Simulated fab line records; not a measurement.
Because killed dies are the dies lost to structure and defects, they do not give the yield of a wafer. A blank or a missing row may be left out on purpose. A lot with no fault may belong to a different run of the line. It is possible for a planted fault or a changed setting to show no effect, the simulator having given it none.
Chamber matching -- flow n5 finfet -- N5_BEOL_M2_ETCH_70 on rie diel-04: 4 sister chambers
The step etches SOC in N2/H2, target depth 80 nm, overetch 24 nm, time 130 s. 7 wafers are shown with their chamber, then 8 later ones without.

WAFERS PAIRED WITH THEIR CHAMBERS
wafer,chamber,showerhead plenum p Torr (Torr),throttle valve pct (%)
L077.2,1,2.63,17.67
L078.6,1,2.63,17.68
L082.2,0,2.72,17.89
L082.6,0,2.72,17.90
L083.1,3,2.47,17.25
L083.6,2,2.53,18.35
L089.1,2,2.52,18.38

WAFERS WITHOUT THEIR CHAMBER
wafer,showerhead plenum p Torr (Torr),throttle valve pct (%)
L089.3,2.47,17.30
L089.4,2.47,17.28
L092.2,2.46,17.30
L092.4,2.52,17.92
L092.6,2.62,17.71
L094.1,2.52,17.91
L094.2,2.70,17.95
L094.3,2.62,17.70

EACH ONE'S CHAMBER
wafer,from the rows above,in truth
L089.3,3,3
L089.4,3,3
L092.2,3,3
L092.4,can't be placed: 1 or 2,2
L092.6,1,1
L094.1,can't be placed: 1 or 2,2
L094.2,0,0
L094.3,1,1
6 of 8 placed correctly. Can't be placed from these rows: 2 (the true chamber is among the candidates in 2). Number placed wrongly: 0.
How it was worked out, from the rows above alone: a wafer's distance from a chamber is the root of the sum, over the readings, of the square of ((its reading less the chamber's mean) divided by the reading's scatter). The wafer belongs to the nearest chamber; if the next one is less than 2 further off, it can't be placed. Each chamber's mean is taken over the wafers shown for it. The scatter: take each reading less its chamber's mean, square it, sum over the shown wafers, divide by the number of wafers less the number of chambers, and take the root.
